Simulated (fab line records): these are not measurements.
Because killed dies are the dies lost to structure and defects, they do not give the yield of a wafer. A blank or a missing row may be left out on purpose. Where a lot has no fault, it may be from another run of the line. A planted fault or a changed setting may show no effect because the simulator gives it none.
fab line records | flow nand_harc | part 1 of 2: steps 1 to 4 of 6
record lots=21 | wafers=63 | last_day=34
route steps=1302 shown A_STAIRCASE@884 A_SGD_CUT@920 A_SLIT@936 A_CONTACT@1004
lots that met no fault: from a run of the same line without faults
start_h: hours from the record's opening day to when the first of the lot's shown wafers began | wait_h: hours from the lot's prior step to this one | " repeats the value in the row above | L1.1+2: a row that stands for several wafers | - no value, or no start was given | * or withheld: withheld | < > ~ a bound
route shown NAME@n: a module of which the file shows steps, and the number in the route of the first | usual: average and standard deviation across the fault-free wafers | same: alike in all rows | chamber/n: place in a boat | sites: readings site by site | _std_site: their standard deviation | _edge_site: mean of outer sites minus mean of inner sites | radius_mm: how far each site lies from the wafer's centre | mask NAME#n: copy n | behind: the tool/chamber that last shaped the wafer | hold: cause of the lot's hold/its duration in hours/its outcome | device: names the non-switching transistor (n, p or np) | end of line: the tests these same wafers got at the end of their route | a step given without rows: its recipe and nothing more | killed: dies that structure and defects cost at the first sort, which is not the same as the wafer's yield | map: shows each die of a wafer: x if killed, . if not, _ if none is there
set.NAME: the setting as run; set.NAME@STEP: as run at that earlier step | model.NAME: the simulator's own value behind a step, which no gauge read
route steps across a sampled set of lots; one table per step, one row per wafer
services: the hour from which a tool's chamber was out of use, counted from the record's first day as start_h (under 0 if before that day), plus the number of hours and why
## steps
# step NHARC_A_STAIRCASE_STRIP_475
# recipe time_s=20 | o2_flow_sccm=500 | ar_flow_sccm=0 | bias_w=0 | chemistry=O2
# usual drypump_motor_current_A=5.7/0.5 | oes_product_au=1.002/0.011 | rf_vpp_V=57.9/0.99 | showerhead_plenum_p_Torr=3.58/0.14 | throttle_valve_pct=17.036/0.0088
lot.wafer | tool        | chamber | start_h | wait_h | drypump_motor_current_A | oes_product_au | rf_hours_counter_h | rf_vpp_V | showerhead_plenum_p_Torr | throttle_valve_pct
L074.2    | rie_diel-09 | 0       | -       | -      | 4.9                     | 1.012          | 36                 | 57.7     | 3.52                     | 17.049
L074.5    | "           | 3       | "       | "      | 6.0                     | 1.008          | -                  | 57.7     | 3.27                     | 17.024
L074.6    | "           | 0       | "       | "      | 4.9                     | 1.024          | -                  | 58.1     | 3.52                     | 17.042
L076.3    | rie_diel-06 | 3       | -       | -      | 6.4                     | 1.000          | 41                 | 57.8     | 3.46                     | 17.036
L076.4    | "           | 1       | "       | "      | 5.9                     | 0.992          | 41                 | 56.9     | 3.59                     | 17.042
L076.6    | "           | 2       | "       | "      | 5.2                     | 0.989          | -                  | 58.0     | 3.76                     | 17.030
L078.4    | rie_diel-13 | 1       | -       | -      | 5.4                     | 0.989          | 38                 | 58.0     | 3.57                     | 17.034
L078.1    | "           | 0       | "       | "      | 5.0                     | 0.991          | 40                 | 59.3     | 3.72                     | 17.034
L078.5    | "           | 1       | "       | "      | 5.3                     | 0.981          | -                  | 57.8     | 3.57                     | 17.042
L077.3    | rie_diel-06 | 0       | -       | -      | 5.8                     | 1.001          | 40                 | 57.9     | 3.54                     | 17.037
L077.2    | "           | 3       | "       | "      | 6.5                     | 1.014          | 41                 | 57.7     | 3.46                     | 17.026
L077.5    | "           | 1       | "       | "      | 5.9                     | 0.995          | -                  | 56.1     | 3.59                     | 17.052
L079.2    | rie_diel-06 | 1       | -       | -      | 6.0                     | 0.988          | 46                 | 58.4     | 3.59                     | 17.036
L079.6    | "           | 2       | "       | "      | 5.2                     | 0.999          | -                  | 59.6     | 3.75                     | 17.030
L079.5    | "           | 3       | "       | "      | 6.4                     | 0.991          | -                  | 58.7     | 3.45                     | 17.020
L080.3    | rie_diel-06 | 2       | -       | -      | 5.2                     | 1.002          | 46                 | 59.4     | 3.75                     | 17.036
L080.5    | "           | 0       | "       | "      | 5.9                     | 1.010          | -                  | 57.6     | 3.53                     | 17.031
L080.6    | "           | 1       | "       | "      | 6.0                     | 0.994          | -                  | 58.5     | 3.59                     | 17.039
L082.4    | rie_diel-06 | 3       | -       | -      | 6.4                     | 0.999          | 6                  | 58.5     | 3.45                     | 17.014
L082.1    | "           | 0       | "       | "      | 5.8                     | 1.004          | 6                  | 58.3     | 3.53                     | 17.019
L082.6    | "           | 3       | "       | "      | 6.4                     | 0.997          | -                  | 58.6     | 3.45                     | 17.046
L081.2    | rie_diel-09 | 2       | -       | -      | 6.2                     | 1.004          | 1                  | 55.2     | 3.48                     | 17.039
L081.3    | "           | 1       | "       | "      | 5.8                     | 1.022          | 1                  | 57.8     | 3.78                     | 17.042
L081.5    | "           | 2       | "       | "      | 6.2                     | 0.995          | -                  | 57.8     | 3.48                     | 17.028
L084.3    | rie_diel-09 | 0       | -       | -      | 4.9                     | 0.992          | 10                 | 59.2     | 3.50                     | 17.051
L084.1    | "           | 1       | "       | "      | 5.8                     | 1.034          | 11                 | 58.1     | 3.77                     | 17.041
L084.5    | "           | 1       | "       | "      | 5.8                     | 1.018          | -                  | 56.6     | 3.77                     | 17.035
L083.1    | rie_diel-06 | 1       | -       | -      | 6.0                     | 1.010          | 18                 | 59.1     | 3.58                     | 17.050
L083.6    | "           | 0       | "       | "      | 5.8                     | 1.020          | -                  | 59.0     | 3.52                     | 17.052
L083.5    | "           | 1       | "       | "      | 6.0                     | 1.010          | -                  | 57.2     | 3.58                     | 17.050
L086.4    | rie_diel-06 | 1       | -       | -      | 5.9                     | 0.999          | 24                 | 58.7     | 3.57                     | 17.045
L086.3    | "           | 3       | "       | "      | 6.4                     | 1.004          | 26                 | 59.3     | 3.44                     | 17.039
L086.1    | "           | 0       | "       | "      | 5.8                     | 1.006          | 25                 | 58.1     | 3.52                     | 17.042
L085.2    | rie_diel-09 | 1       | -       | -      | 5.8                     | 1.022          | 18                 | 58.4     | 3.77                     | 17.032
L085.4    | "           | 3       | "       | "      | 6.0                     | 1.018          | 21                 | 57.6     | 3.80                     | 17.029
L085.6    | "           | 1       | "       | "      | 5.8                     | 1.033          | -                  | 57.5     | 3.77                     | 17.032
L088.1    | rie_diel-09 | 2       | -       | -      | 6.2                     | 1.010          | 28                 | 58.1     | 3.47                     | 17.034
L088.2    | "           | 0       | "       | "      | 4.9                     | 0.996          | 27                 | 55.6     | 3.49                     | 17.033
L088.5    | "           | 2       | "       | "      | 6.2                     | 1.012          | -                  | 57.1     | 3.47                     | 17.041
L089.4    | rie_diel-09 | 2       | -       | -      | 6.2                     | 1.001          | 30                 | 57.5     | 3.47                     | 17.041
L089.6    | "           | 0       | "       | "      | 4.9                     | 0.988          | -                  | 57.3     | 3.49                     | 17.025
L089.5    | "           | 1       | "       | "      | 5.8                     | 1.008          | -                  | 58.3     | 3.76                     | 17.037
L090.1    | rie_diel-13 | 1       | -       | -      | 5.3                     | 0.997          | 19                 | 58.6     | 3.55                     | 17.046
L090.4    | "           | 2       | "       | "      | 5.1                     | 1.001          | 24                 | 58.2     | 3.61                     | 17.039
L090.5    | "           | 1       | "       | "      | 5.3                     | 0.996          | -                  | 59.7     | 3.55                     | 17.010
L091.4    | rie_diel-13 | 3       | -       | -      | 6.4                     | 0.999          | 30                 | 57.8     | 3.32                     | 17.027
L091.1    | "           | 0       | "       | "      | 5.1                     | 0.994          | 30                 | 58.1     | 3.70                     | 17.035
L091.5    | "           | 3       | "       | "      | 6.4                     | 0.997          | -                  | 56.6     | 3.32                     | 17.032
L093.2    | rie_diel-09 | 0       | 615.37  | 0.2    | 4.9                     | 1.000          | 34                 | 57.3     | 3.49                     | 17.043
L093.3    | "           | 3       | "       | "      | 6.0                     | 1.008          | 38                 | 59.6     | 3.79                     | 17.039
L093.6    | "           | 3       | "       | "      | 6.0                     | 1.015          | -                  | 59.9     | 3.79                     | 17.035
L094.4    | rie_diel-06 | 2       | -       | -      | 5.2                     | 0.983          | 48                 | 59.0     | 3.73                     | 17.028
L094.5    | "           | 3       | "       | "      | 6.4                     | 0.994          | -                  | 56.9     | 3.42                     | 17.040
L094.6    | "           | 0       | "       | "      | 5.8                     | 1.007          | -                  | 57.1     | 3.50                     | 17.025
L095.2    | rie_diel-06 | 2       | -       | -      | 5.2                     | 0.999          | 51                 | 59.2     | 3.72                     | 17.026
L095.3    | "           | 3       | "       | "      | 6.4                     | 1.000          | 54                 | 57.2     | 3.42                     | 17.021
L095.6    | "           | 2       | "       | "      | 5.2                     | 0.994          | -                  | 59.3     | 3.72                     | 17.035
L097.4    | rie_diel-09 | 3       | -       | -      | 6.0                     | 1.025          | 56                 | 57.2     | 3.78                     | 17.054
L097.3    | "           | 1       | "       | "      | 5.8                     | 1.012          | 43                 | 58.7     | 3.75                     | 17.036
L097.6    | "           | 3       | "       | "      | 6.0                     | 1.021          | -                  | 58.1     | 3.78                     | 17.029
L096.4    | rie_diel-13 | 2       | -       | -      | 5.1                     | 0.996          | 47                 | 59.9     | 3.60                     | 17.025
L096.3    | "           | 0       | "       | "      | 5.1                     | 0.994          | 51                 | 58.1     | 3.68                     | 17.025
L096.5    | "           | 2       | "       | "      | 5.1                     | 0.989          | -                  | 58.0     | 3.60                     | 17.035
# step NHARC_A_STAIRCASE_INSPECT_155
# usual raw_defect_count=470/130
lot.wafer | tool              | chamber | start_h | wait_h | raw_defect_count
L074.2    | defect_inspect-02 | -       | 435.78  | 0.1    | 271
L074.5    | "                 | -       | "       | "      | 460
L074.6    | "                 | -       | "       | "      | 274
L076.3    | defect_inspect-02 | -       | 457.35  | 0.1    | 347
L076.4    | "                 | -       | "       | "      | 479
L076.6    | "                 | -       | "       | "      | 433
L078.1    | defect_inspect-01 | -       | 457.43  | 0.1    | 368
L078.4    | "                 | -       | "       | "      | 466
L078.5    | "                 | -       | "       | "      | 401
L077.2    | defect_inspect-02 | -       | 457.58  | 0.1    | 441
L077.3    | "                 | -       | "       | "      | 601
L077.5    | "                 | -       | "       | "      | 370
L079.2    | defect_inspect-01 | -       | 476.48  | 0.1    | 468
L079.5    | "                 | -       | "       | "      | 324
L079.6    | "                 | -       | "       | "      | 390
L080.3    | defect_inspect-01 | -       | 477.72  | 0.1    | 342
L080.5    | "                 | -       | "       | "      | 443
L080.6    | "                 | -       | "       | "      | 441
L082.1    | defect_inspect-02 | -       | 510.00  | 0.1    | 427
L082.4    | "                 | -       | "       | "      | 582
L082.6    | "                 | -       | "       | "      | 605
L081.2    | defect_inspect-02 | -       | 510.26  | 0.1    | 524
L081.3    | "                 | -       | "       | "      | 482
L081.5    | "                 | -       | "       | "      | 669
L084.1    | defect_inspect-01 | -       | 536.21  | 0.1    | 307
L084.3    | "                 | -       | "       | "      | 397
L084.5    | "                 | -       | "       | "      | 477
L083.1    | defect_inspect-02 | -       | 536.33  | 0.1    | 388
L083.5    | "                 | -       | "       | "      | 444
L083.6    | "                 | -       | "       | "      | 423
L086.1    | defect_inspect-01 | -       | 556.89  | 0.1    | 614
L086.3    | "                 | -       | "       | "      | 479
L086.4    | "                 | -       | "       | "      | 784
L085.2    | defect_inspect-01 | -       | 557.04  | 0.1    | 266
L085.4    | "                 | -       | "       | "      | 224
L085.6    | "                 | -       | "       | "      | 323
L088.1    | defect_inspect-01 | -       | 589.34  | 0.1    | 539
L088.2    | "                 | -       | "       | "      | 477
L088.5    | "                 | -       | "       | "      | 413
L089.4    | defect_inspect-02 | -       | 597.46  | 0.1    | 357
L089.5    | "                 | -       | "       | "      | 405
L089.6    | "                 | -       | "       | "      | 460
L090.1    | defect_inspect-02 | -       | 601.56  | 0.1    | 627
L090.4    | "                 | -       | "       | "      | 461
L090.5    | "                 | -       | "       | "      | 509
L091.1    | defect_inspect-01 | -       | 615.79  | 0.1    | 803
L091.4    | "                 | -       | "       | "      | 544
L091.5    | "                 | -       | "       | "      | 496
L093.2    | defect_inspect-01 | -       | 616.09  | 0.1    | 496
L093.3    | "                 | -       | "       | "      | 567
L093.6    | "                 | -       | "       | "      | 474
L094.4    | defect_inspect-02 | -       | 646.71  | 0.1    | 391
L094.5    | "                 | -       | "       | "      | 606
L094.6    | "                 | -       | "       | "      | 541
L095.2    | defect_inspect-02 | -       | 657.26  | 0.1    | 233
L095.3    | "                 | -       | "       | "      | 356
L095.6    | "                 | -       | "       | "      | 437
L097.3    | defect_inspect-01 | -       | 667.26  | 0.1    | 494
L097.4    | "                 | -       | "       | "      | 543
L097.6    | "                 | -       | "       | "      | 639
L096.3    | defect_inspect-01 | -       | 667.54  | 0.1    | 626
L096.4    | "                 | -       | "       | "      | 361
L096.5    | "                 | -       | "       | "      | 371
# step NHARC_A_SGD_CUT_STRIP_28
# recipe time_s=20 | o2_flow_sccm=500 | ar_flow_sccm=0 | bias_w=0 | chemistry=O2
# usual drypump_motor_current_A=5.8/0.47 | oes_product_au=0.999/0.011 | rf_vpp_V=57.7/0.85 | showerhead_plenum_p_Torr=3.48/0.14 | throttle_valve_pct=17.036/0.0093
lot.wafer | tool        | chamber | start_h | wait_h | drypump_motor_current_A | oes_product_au | rf_hours_counter_h | rf_vpp_V | showerhead_plenum_p_Torr | throttle_valve_pct
L074.2    | rie_diel-08 | 2       | -       | -      | 6.4                     | 1.011          | 2                  | 57.4     | 3.69                     | 17.039
L074.5    | "           | 2       | "       | "      | 6.4                     | 1.010          | -                  | 58.2     | 3.69                     | 17.045
L074.6    | "           | 3       | "       | "      | 5.1                     | 1.026          | -                  | 57.8     | 3.58                     | 17.027
L076.3    | rie_diel-08 | 2       | -       | -      | 6.4                     | 1.003          | 4                  | 58.7     | 3.69                     | 17.032
L076.4    | "           | 1       | "       | "      | 5.9                     | 0.982          | 4                  | 58.8     | 3.48                     | 17.041
L076.6    | "           | 2       | "       | "      | 6.4                     | 0.996          | -                  | 57.6     | 3.69                     | 17.050
L078.4    | rie_diel-04 | 1       | -       | -      | 5.7                     | 1.009          | 8                  | 58.3     | 3.52                     | 17.025
L078.1    | "           | 3       | "       | "      | 6.3                     | 1.000          | 7                  | 57.3     | 3.33                     | 17.039
L078.5    | "           | 0       | "       | "      | 5.8                     | 0.997          | -                  | 55.9     | 3.32                     | 17.011
L077.2    | rie_diel-07 | 2       | -       | -      | 6.5                     | 1.001          | 12                 | 57.7     | 3.49                     | 17.043
L077.3    | "           | 0       | "       | "      | 5.6                     | 1.008          | 11                 | 59.4     | 3.74                     | 17.044
L077.5    | "           | 1       | "       | "      | 6.2                     | 1.003          | -                  | 58.7     | 3.37                     | 17.040
L079.2    | rie_diel-04 | 0       | -       | -      | 5.8                     | 0.995          | 9                  | 57.1     | 3.32                     | 17.035
L079.5    | "           | 0       | "       | "      | 5.8                     | 0.992          | -                  | 58.2     | 3.32                     | 17.035
L079.6    | "           | 1       | "       | "      | 5.8                     | 0.993          | -                  | 56.7     | 3.52                     | 17.042
L080.3    | rie_diel-07 | 0       | -       | -      | 5.6                     | 1.003          | 0                  | 58.7     | 3.74                     | 17.046
L080.5    | "           | 2       | "       | "      | 6.5                     | 1.009          | -                  | 57.2     | 3.49                     | 17.027
L080.6    | "           | 3       | "       | "      | 5.5                     | 1.007          | -                  | 57.2     | 3.33                     | 17.025
L082.4    | rie_diel-04 | 0       | -       | -      | 5.8                     | 0.983          | 11                 | 56.5     | 3.32                     | 17.025
L082.1    | "           | 1       | "       | "      | 5.7                     | 1.009          | 12                 | 58.0     | 3.52                     | 17.024
L082.6    | "           | 0       | "       | "      | 5.7                     | 0.995          | -                  | 57.4     | 3.32                     | 17.040
L081.2    | rie_diel-07 | 0       | 518.37  | 0.1    | 5.6                     | 1.004          | 2                  | 58.5     | 3.74                     | 17.031
L081.3    | "           | 1       | "       | "      | 6.2                     | 1.021          | 2                  | 57.6     | 3.37                     | 17.039
L081.5    | "           | 0       | "       | "      | 5.6                     | 1.021          | -                  | 57.5     | 3.74                     | 17.017
L084.3    | rie_diel-04 | 3       | -       | -      | 6.3                     | 1.003          | 0                  | 57.9     | 3.33                     | 17.032
L084.1    | "           | 0       | "       | "      | 5.8                     | 0.996          | 0                  | 58.3     | 3.32                     | 17.046
L084.5    | "           | 0       | "       | "      | 5.8                     | 0.994          | -                  | 56.8     | 3.32                     | 17.032
L083.1    | rie_diel-08 | 3       | -       | -      | 5.0                     | 1.018          | 9                  | 58.1     | 3.57                     | 17.035
L083.5    | "           | 0       | "       | "      | 5.1                     | 0.982          | -                  | 57.0     | 3.42                     | 17.044
L083.6    | "           | 1       | "       | "      | 6.0                     | 0.981          | -                  | 57.5     | 3.47                     | 17.043
L085.4    | rie_diel-07 | 1       | -       | -      | 6.2                     | 1.017          | 5                  | 57.8     | 3.37                     | 17.039
L085.2    | "           | 3       | "       | "      | 5.6                     | 0.990          | 5                  | 56.9     | 3.32                     | 17.040
L085.6    | "           | 1       | "       | "      | 6.2                     | 1.020          | -                  | 58.5     | 3.37                     | 17.032
L086.3    | rie_diel-08 | 2       | -       | -      | 6.4                     | 1.003          | 1                  | 57.3     | 3.69                     | 17.047
L086.4    | "           | 3       | "       | "      | 5.0                     | 1.010          | 1                  | 58.6     | 3.57                     | 17.028
L086.1    | "           | 1       | "       | "      | 5.9                     | 0.988          | 1                  | 57.7     | 3.47                     | 17.024
L088.1    | rie_diel-08 | 0       | -       | -      | 5.1                     | 0.995          | 2                  | 57.9     | 3.42                     | 17.036
L088.2    | "           | 2       | "       | "      | 6.4                     | 0.999          | 2                  | 58.8     | 3.69                     | 17.033
L088.5    | "           | 0       | "       | "      | 5.1                     | 0.985          | -                  | 56.4     | 3.42                     | 17.033
L089.4    | rie_diel-08 | 0       | -       | -      | 5.1                     | 0.997          | 2                  | 56.5     | 3.42                     | 17.043
L089.6    | "           | 2       | "       | "      | 6.4                     | 1.012          | -                  | 57.7     | 3.69                     | 17.041
L089.5    | "           | 3       | "       | "      | 5.0                     | 1.009          | -                  | 57.3     | 3.57                     | 17.050
L090.1    | rie_diel-08 | 3       | -       | -      | 5.0                     | 0.997          | 2                  | 58.2     | 3.57                     | 17.025
L090.4    | "           | 1       | "       | "      | 5.9                     | 0.986          | 2                  | 57.0     | 3.47                     | 17.041
L090.5    | "           | 3       | "       | "      | 5.0                     | 1.018          | -                  | 58.8     | 3.57                     | 17.049
L091.4    | rie_diel-04 | 2       | -       | -      | 5.5                     | 0.989          | 6                  | 58.6     | 3.66                     | 17.042
L091.1    | "           | 1       | "       | "      | 5.7                     | 1.001          | 7                  | 58.1     | 3.52                     | 17.039
L091.5    | "           | 3       | "       | "      | 6.3                     | 0.987          | -                  | 57.4     | 3.32                     | 17.039
L093.3    | rie_diel-04 | 3       | -       | -      | 6.3                     | 1.008          | 7                  | 57.6     | 3.32                     | 17.036
L093.2    | "           | 0       | "       | "      | 5.8                     | 1.001          | 8                  | 57.3     | 3.31                     | 17.038
L093.6    | "           | 1       | "       | "      | 5.7                     | 0.995          | -                  | 58.2     | 3.52                     | 17.035
L094.5    | rie_diel-04 | 3       | 655.57  | 0.1    | 6.3                     | 1.008          | -                  | 55.9     | 3.32                     | 17.046
L094.4    | "           | 0       | "       | "      | 5.8                     | 0.999          | -                  | 57.1     | 3.31                     | 17.050
L094.6    | "           | 1       | "       | "      | 5.7                     | 1.000          | -                  | 59.0     | 3.51                     | 17.026
L095.2    | rie_diel-04 | 3       | 664.76  | 0.2    | 6.3                     | 0.990          | 11                 | 56.1     | 3.32                     | 17.020
L095.3    | "           | 0       | "       | "      | 5.8                     | 0.993          | 12                 | 57.8     | 3.31                     | 17.037
L095.6    | "           | 0       | "       | "      | 5.8                     | 0.979          | -                  | 55.9     | 3.31                     | 17.019
L097.4    | rie_diel-08 | 1       | -       | -      | 5.9                     | 0.991          | 4                  | 58.3     | 3.47                     | 17.035
L097.3    | "           | 3       | "       | "      | 5.0                     | 1.006          | 6                  | 59.5     | 3.57                     | 17.044
L097.6    | "           | 1       | "       | "      | 6.0                     | 0.989          | -                  | 57.0     | 3.47                     | 17.035
L096.3    | rie_diel-04 | 3       | 674.79  | 0.2    | 6.3                     | 0.996          | 13                 | 56.4     | 3.32                     | 17.032
L096.5    | "           | 1       | "       | "      | 5.7                     | 0.999          | -                  | 58.0     | 3.51                     | 17.039
L096.4    | "           | 3       | "       | "      | 6.3                     | 0.994          | -                  | 56.5     | 3.32                     | 17.042
# step NHARC_A_SLIT_DESCUM_14
# recipe time_s=3 | o2_flow_sccm=200 | ar_flow_sccm=0 | bias_power_w=0 | chemistry=O2
# usual drypump_motor_current_A=5.7/0.49 | oes_product_au=0.998/0.01 | rf_vpp_V=57.9/0.82 | showerhead_plenum_p_Torr=1.94/0.079 | throttle_valve_pct=11.311/0.0082
lot.wafer | tool        | chamber | start_h | wait_h | drypump_motor_current_A | oes_product_au | rf_hours_counter_h | rf_vpp_V | showerhead_plenum_p_Torr | throttle_valve_pct
L074.2    | rie_diel-01 | 0       | 452.51  | 0.1    | 6.3                     | 0.999          | 2.1                | 58.2     | 1.99                     | 11.315
L074.6    | "           | 0       | "       | "      | 6.3                     | 0.994          | -                  | 58.5     | 1.99                     | 11.312
L074.5    | "           | 1       | "       | "      | 6.1                     | 0.997          | -                  | 58.5     | 1.99                     | 11.312
L078.1    | rie_diel-05 | 2       | 471.81  | 0.1    | 5.0                     | 0.997          | 1.8                | 58.4     | 2.03                     | 11.316
L078.4    | "           | 3       | "       | "      | 6.1                     | 1.004          | 2.2                | 58.6     | 1.90                     | 11.320
L078.5    | "           | 2       | "       | "      | 5.0                     | 1.000          | -                  | 58.3     | 2.03                     | 11.295
L076.3    | rie_diel-01 | 3       | 472.30  | 0.1    | 6.1                     | 0.994          | 1.6                | 57.7     | 2.03                     | 11.302
L076.6    | "           | 3       | "       | "      | 6.1                     | 0.999          | -                  | 57.8     | 2.03                     | 11.313
L076.4    | "           | 0       | "       | "      | 6.2                     | 0.988          | -                  | 57.5     | 1.99                     | 11.314
L077.2    | rie_diel-02 | 1       | 472.49  | 0.1    | 5.3                     | 0.969          | 5.8                | 58.3     | 1.86                     | 11.310
L077.3    | "           | 3       | "       | "      | 4.9                     | 0.997          | 5.5                | 58.5     | 1.98                     | 11.311
L077.5    | "           | 1       | "       | "      | 5.3                     | 0.988          | -                  | 57.7     | 1.86                     | 11.310
L079.2    | rie_diel-05 | 2       | 489.90  | 0.1    | 5.0                     | 0.989          | 2.7                | 58.1     | 2.03                     | 11.322
L079.6    | "           | 1       | "       | "      | 5.8                     | 0.988          | -                  | 58.3     | 1.81                     | 11.325
L079.5    | "           | 2       | "       | "      | 5.0                     | 0.982          | -                  | 59.3     | 2.03                     | 11.307
L080.3    | rie_diel-01 | 3       | 490.55  | 0.1    | 6.1                     | 1.005          | 2.9                | 58.0     | 2.03                     | 11.305
L080.6    | "           | 0       | "       | "      | 6.3                     | 0.996          | -                  | 58.1     | 1.99                     | 11.296
L080.5    | "           | 1       | "       | "      | 6.1                     | 0.999          | -                  | 58.4     | 1.99                     | 11.318
L082.1    | rie_diel-05 | 3       | 523.43  | 0.1    | 6.0                     | 1.010          | 4.7                | 58.5     | 1.90                     | 11.309
L082.4    | "           | 2       | "       | "      | 5.0                     | 0.996          | 4.8                | 57.5     | 2.03                     | 11.332
L082.6    | "           | 0       | "       | "      | 5.1                     | 0.996          | -                  | 58.6     | 1.97                     | 11.312
L081.3    | rie_diel-02 | 1       | 523.58  | 0.1    | 5.3                     | 1.002          | 7.1                | 57.7     | 1.86                     | 11.320
L081.2    | "           | 0       | "       | "      | 4.9                     | 1.000          | 6.6                | 57.0     | 1.97                     | 11.311
L081.5    | "           | 1       | "       | "      | 5.3                     | 1.000          | -                  | 56.9     | 1.86                     | 11.321
L084.1    | rie_diel-01 | 2       | 548.61  | 0.1    | 5.4                     | 0.980          | 6.2                | 56.4     | 1.80                     | 11.304
L084.3    | "           | 1       | "       | "      | 6.1                     | 1.005          | 4.9                | 58.3     | 1.98                     | 11.306
L084.5    | "           | 3       | "       | "      | 6.0                     | 0.995          | -                  | 57.4     | 2.03                     | 11.322
L083.1    | rie_diel-02 | 1       | 548.76  | 0.1    | 5.3                     | 0.994          | 8.9                | 57.7     | 1.86                     | 11.328
L083.6    | "           | 2       | "       | "      | 5.9                     | 0.981          | -                  | 57.3     | 1.92                     | 11.306
L083.5    | "           | 0       | "       | "      | 4.9                     | 0.983          | -                  | 57.9     | 1.97                     | 11.332
L085.2    | rie_diel-02 | 2       | 569.49  | 0.1    | 5.9                     | 0.996          | 10.5               | 56.9     | 1.92                     | 11.304
L085.4    | "           | 0       | "       | "      | 4.9                     | 0.993          | 10.5               | 58.3     | 1.97                     | 11.320
L085.6    | "           | 2       | "       | "      | 5.9                     | 0.998          | -                  | 56.9     | 1.92                     | 11.311
L086.3    | rie_diel-05 | 0       | 569.71  | 0.1    | 5.1                     | 0.988          | 8.3                | 58.2     | 1.97                     | 11.314
L086.1    | "           | 1       | "       | "      | 5.8                     | 0.994          | 8.4                | 56.7     | 1.81                     | 11.307
L086.4    | "           | 0       | "       | "      | 5.0                     | 0.984          | -                  | 57.0     | 1.97                     | 11.296
L088.1    | rie_diel-01 | 2       | 599.60  | 0.1    | 5.4                     | 0.998          | 1.4                | 56.6     | 1.80                     | 11.322
L088.2    | "           | 3       | "       | "      | 6.1                     | 0.991          | 1.0                | 58.8     | 2.03                     | 11.322
L088.5    | "           | 3       | "       | "      | 6.1                     | 1.000          | -                  | 58.5     | 2.03                     | 11.293
L089.4    | rie_diel-01 | 0       | 609.90  | 0.1    | 6.3                     | 1.002          | -                  | 58.0     | 1.99                     | 11.315
L089.5    | "           | 1       | "       | "      | 6.1                     | 1.014          | -                  | 56.9     | 1.98                     | 11.308
L089.6    | "           | 3       | "       | "      | 6.1                     | 0.999          | -                  | 59.7     | 2.03                     | 11.299
L090.1    | rie_diel-02 | 0       | 615.59  | 0.1    | 4.9                     | 1.001          | 1.2                | 58.3     | 1.97                     | 11.308
L090.4    | "           | 1       | "       | "      | 5.3                     | 0.994          | 1.2                | 57.3     | 1.85                     | 11.322
L090.5    | "           | 0       | "       | "      | 4.9                     | 1.003          | -                  | 59.5     | 1.97                     | 11.333
L091.1    | rie_diel-01 | 2       | 629.50  | 0.1    | 5.4                     | 1.002          | 3.3                | 57.2     | 1.80                     | 11.329
L091.4    | "           | 3       | "       | "      | 6.1                     | 0.988          | 4.0                | 57.5     | 2.03                     | 11.310
L091.5    | "           | 2       | "       | "      | 5.4                     | 0.992          | -                  | 57.9     | 1.80                     | 11.310
L093.3    | rie_diel-01 | 2       | 629.65  | 0.1    | 5.4                     | 0.994          | 3.3                | 57.4     | 1.80                     | 11.311
L093.2    | "           | 3       | "       | "      | 6.1                     | 0.992          | 4.1                | 57.1     | 2.03                     | 11.303
L093.6    | "           | 1       | "       | "      | 6.1                     | 1.019          | -                  | 58.8     | 1.98                     | 11.314
L094.4    | rie_diel-01 | 1       | 661.79  | 0.1    | 6.1                     | 1.019          | 5.8                | 58.0     | 1.98                     | 11.302
L094.5    | "           | 3       | "       | "      | 6.1                     | 0.983          | -                  | 59.5     | 2.03                     | 11.303
L094.6    | "           | 0       | "       | "      | 6.3                     | 1.004          | -                  | 58.7     | 1.98                     | 11.307
L095.3    | rie_diel-01 | 0       | 675.14  | 0.1    | 6.3                     | 1.020          | 7.1                | 59.4     | 1.98                     | 11.315
L095.2    | "           | 2       | "       | "      | 5.4                     | 1.003          | 6.8                | 57.4     | 1.80                     | 11.308
L095.6    | "           | 1       | "       | "      | 6.1                     | 1.016          | -                  | 57.6     | 1.98                     | 11.317
L097.4    | rie_diel-01 | 0       | 683.26  | 0.1    | 6.3                     | 1.009          | 7.6                | 59.1     | 1.98                     | 11.309
L097.3    | "           | 2       | "       | "      | 5.4                     | 1.003          | 7.8                | 56.1     | 1.80                     | 11.305
L097.6    | "           | 3       | "       | "      | 6.1                     | 0.990          | -                  | 58.5     | 2.03                     | 11.317
L096.3    | rie_diel-05 | 1       | 685.80  | 0.1    | 5.8                     | 0.990          | 4.2                | 58.0     | 1.81                     | 11.300
L096.4    | "           | 0       | "       | "      | 5.1                     | 1.009          | 4.4                | 57.4     | 1.97                     | 11.304
L096.5    | "           | 1       | "       | "      | 5.8                     | 0.993          | -                  | 58.0     | 1.81                     | 11.297
